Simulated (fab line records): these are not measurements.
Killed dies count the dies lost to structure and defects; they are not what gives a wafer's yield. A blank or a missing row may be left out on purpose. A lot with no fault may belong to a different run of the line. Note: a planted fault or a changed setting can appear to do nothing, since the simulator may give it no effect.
Matching of chambers	flow nand_harc	NHARC_A_WL_FILL_ALD_10 on ald_hk-03: 4 sister chambers
The step deposits SiO2, target thk 50 nm, pulse time 10 s, ald cycles 500. 8 wafers are shown with their chamber, then 10 later ones without.

WAFERS PAIRED WITH THEIR CHAMBERS
wafer	chamber	heater_power_w (W)	precursor_pulse_height_rel
L078.5	1	560	1.025
L085.2	2	479	0.994
L085.6	1	545	1.026
L088.1	3	593	1.012
L088.3	0	442	0.991
L088.6	3	604	0.994
L087.3	2	484	0.998
L087.1	0	436	0.962

WAFERS WITHOUT THEIR CHAMBER
wafer	heater_power_w (W)	precursor_pulse_height_rel
L087.5	538	1.006
L092.3	601	1.014
L092.4	453	0.997
L092.6	611	1.015
L095.1	460	0.971
L095.4	483	0.995
L095.5	601	1.032
L097.2	610	1.010
L097.4	562	1.015
L097.5	603	0.998

WHICH CHAMBER EACH WENT THROUGH
wafer	from the rows above	in truth
L087.5	1	1
L092.3	3	3
L092.4	can't be placed: 0 or 2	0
L092.6	3	3
L095.1	can't be placed: 0 or 2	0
L095.4	2	2
L095.5	3	3
L097.2	3	3
L097.4	1	1
L097.5	3	3
Correct placement for 8 of the 10. These rows do not allow placing 2 (true chamber among the candidates in 2). Wrongly placed: 0.
How it was worked out, from the rows above alone: a wafer's distance from a chamber is the root of the sum, over the readings, of the square of ((its reading less the chamber's mean) divided by the reading's scatter). The wafer belongs to the nearest chamber; if the next one is less than 2 further off, it can't be placed. For every chamber, the mean is computed from those of its wafers that are shown. The scatter: the root of (the sum of the squares of (reading less its chamber's mean) over the shown wafers, divided by (wafers less chambers)).
